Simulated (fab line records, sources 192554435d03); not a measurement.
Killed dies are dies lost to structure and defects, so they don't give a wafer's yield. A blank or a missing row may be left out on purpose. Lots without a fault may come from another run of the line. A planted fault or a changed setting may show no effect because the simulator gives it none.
Which tool did it? | flow n5_finfet | 9 lots, 27 wafers sampled, at 6 steps of a route of 1938

WHAT THE GAUGES READ, wafer by wafer
N5_BEOL_M4_RC_MEAS_101.
lot  | measured     | on        | DIBL_N (mV/V)
L588 | day 7 22:32  | prober-02 | 37.0 43.5 39.5
L591 | day 9 14:45  | prober-02 | 31.4 36.5 35.3
L592 | day 10 00:55 | prober-02 | 32.8 35.5 34.9
L593 | day 10 10:13 | prober-02 | 31.4 31.9 34.2
L599 | day 11 09:40 | prober-02 | 35.0 33.4 32.7
L601 | day 11 17:33 | prober-02 | 33.3 38.7 36.7
L608 | day 14 04:37 | prober-02 | 36.8 37.1 37.0
L609 | day 14 07:22 | prober-02 | 40.0 36.7 41.0
L610 | day 14 07:26 | prober-01 | 28.6 32.5 32.1

WHICH TOOL RAN EACH LOT (tool, then ch and the chambers of the sampled wafers, then the start)
lot  | N5_FIN_SAQP_PECVD_47           | N5_FIN_SAQP_RECESS_75             | N5_FIN_SAQP_ETCH_57               | N5_FIN_SAQP_MANDREL_ETCH_58     | N5_FIN_SAQP_RECESS_71
L588 | pecvd-02 ch 0,1, day 2 04:26   | vapor_etch-02 ch 0,1, day 2 05:58 | rie_diel-06 ch 1,2, day 2 07:44   | rie_si-01 ch 1,2, day 2 07:52   | vapor_etch-01 ch 0,1, day 2 08:34
L591 | pecvd-01 ch 0,1,2, day 2 20:57 | vapor_etch-01 ch 0,1, day 2 23:01 | rie_diel-06 ch 0,1,2, day 3 00:48 | rie_si-01 ch 1,2,3, day 3 00:56 | vapor_etch-02 ch 0,1, day 3 01:38
L592 | pecvd-03 ch 0,1,2, day 3 02:50 | vapor_etch-01 ch 1, day 3 04:29   | rie_diel-04 ch 0,3, day 3 06:22   | rie_si-02 ch 0,3, day 3 06:30   | vapor_etch-02 ch 1, day 3 07:19
L593 | pecvd-03 ch 0,2, day 3 10:14   | vapor_etch-01 ch 0, day 3 11:58   | rie_diel-06 ch 0,2,3, day 3 13:41 | rie_si-02 ch 2,3, day 3 13:49   | vapor_etch-01 ch 0,1, day 3 14:31
L599 | pecvd-03 ch 0,1,2, day 4 20:43 | vapor_etch-01 ch 0,1, day 4 22:23 | rie_diel-06 ch 0,2,3, day 5 00:04 | rie_si-03 ch 0,2,3, day 5 00:13 | vapor_etch-01 ch 0,1, day 5 00:56
L601 | pecvd-03 ch 0,2, day 5 08:50   | vapor_etch-01 ch 0,1, day 5 10:36 | rie_diel-04 ch 0,1,3, day 5 12:34 | rie_si-01 ch 0,1,3, day 5 12:42 | vapor_etch-01 ch 0,1, day 5 13:37
L608 | pecvd-02 ch 0,1,2, day 7 04:04 | vapor_etch-01 ch 0,1, day 7 05:59 | rie_diel-04 ch 0,1,2, day 7 07:38 | rie_si-03 ch 0,2,3, day 7 07:47 | vapor_etch-02 ch 0,1, day 7 08:28
L609 | pecvd-01 ch 0,1,2, day 7 10:21 | vapor_etch-01 ch 0,1, day 7 12:13 | rie_diel-06 ch 1,2, day 7 13:50   | rie_si-01 ch 0,2,3, day 7 13:58 | vapor_etch-02 ch 0,1, day 7 14:43
L610 | pecvd-02 ch 0,1, day 7 15:02   | vapor_etch-02 ch 0,1, day 7 16:40 | rie_diel-01 ch 0,2,3, day 7 18:01 | rie_si-03 ch 1,2,3, day 7 18:10 | vapor_etch-01 ch 0,1, day 7 19:04
- N5_FIN_SAQP_PECVD_47: deposits a-Si from SiH4/He, target thk 45 nm, time 36.3 s.
- N5_FIN_SAQP_RECESS_75: chemistry HF/NH3, target SiO2, target depth 14.4 nm, afs cycles 3, sublimation time 60 s.
- N5_FIN_SAQP_ETCH_57: etches SiNx in CH3F/O2, target depth 32.5 nm, time 46.4 s.
- N5_FIN_SAQP_MANDREL_ETCH_58: etches a-Si in HBr/Cl2, stops on SiNx, target depth 45 nm, bt time 10 s, time 27 s.
- N5_FIN_SAQP_RECESS_71: chemistry HF/NH3, target SiO2, target depth 3 nm, afs cycles 1, sublimation time 60 s.

THE ANSWER, worked out from the rows above alone
Rule: what is usual is taken from the lots themselves. Put in order of their means at a reading, lots are off if they are a third of the lots or fewer, leave a main group of 4 or more, and stand apart from it by a gap of 3 or more times the standard deviation of the main group's means; of several such gaps the widest counts. A main group whose means are all the same, to the digits that the tables above print for the reading, isn't used. A lot without any number at a reading at which 4 lots or more have one is off too. The other lots that the step has rows for count as sound.
No lot is off at any reading shown: from this, nothing can be told.

WHAT THE SIMULATOR HAD PUT IN
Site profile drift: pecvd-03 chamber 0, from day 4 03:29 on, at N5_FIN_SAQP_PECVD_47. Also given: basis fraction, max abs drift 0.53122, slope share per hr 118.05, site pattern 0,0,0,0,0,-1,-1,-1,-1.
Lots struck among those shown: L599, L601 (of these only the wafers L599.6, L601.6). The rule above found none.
